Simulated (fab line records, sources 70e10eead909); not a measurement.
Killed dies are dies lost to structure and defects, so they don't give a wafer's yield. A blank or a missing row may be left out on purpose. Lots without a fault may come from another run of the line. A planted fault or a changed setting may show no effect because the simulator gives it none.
Chamber matching | flow nand_harc | NHARC_A_CHANNEL_FILL_D2_ALD_02 on ald_hk-02: 4 sister chambers
The step deposits SiO2, target thk 6 nm, pulse time 10 s, ald cycles 60. 4 wafers are shown with their chamber, then 12 later ones without.

WAFERS WITH THEIR CHAMBER
wafer  | chamber | heater_power_w (W)
L092.4 | 2       | 457
L095.1 | 1       | 498
L095.3 | 3       | 511
L095.4 | 0       | 532

WAFERS WITHOUT THEIR CHAMBER
wafer  | heater_power_w (W)
L097.1 | 456
L097.5 | 460
L097.6 | 507
L097.2 | 496
L097.3 | 516
L097.4 | 540
L096.4 | 520
L096.5 | 534
L096.6 | 507
L096.1 | 505
L096.2 | 474
L096.3 | 522

WHICH CHAMBER EACH WENT THROUGH
wafer  | from the rows above          | in truth
L097.1 | 2                            | 2
L097.5 | 2                            | 2
L097.6 | can't be placed: 3 or 1      | 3
L097.2 | can't be placed: 1 or 3      | 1
L097.3 | can't be placed: 3 or 0 or 1 | 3
L097.4 | 0                            | 0
L096.4 | can't be placed: 3 or 0 or 1 | 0
L096.5 | 0                            | 0
L096.6 | can't be placed: 3 or 1      | 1
L096.1 | can't be placed: 3 or 1      | 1
L096.2 | can't be placed: 2 or 1      | 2
L096.3 | can't be placed: 0 or 3 or 1 | 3
Placed correctly: 4 of 12. Can't be placed from these rows: 8 (the true chamber is among the candidates in 8). Placed wrongly: 0.
How it was worked out, from the rows above alone: a wafer's distance from a chamber is the root of the sum, over the readings, of the square of ((its reading less the chamber's mean) divided by the reading's scatter). The wafer belongs to the nearest chamber; if the next one is less than 2 further off, it can't be placed. A chamber's mean is the mean of its shown wafers. The scatter: with one shown wafer a chamber, the root of the mean of the squares of how far each hidden wafer lies from its nearest shown one.
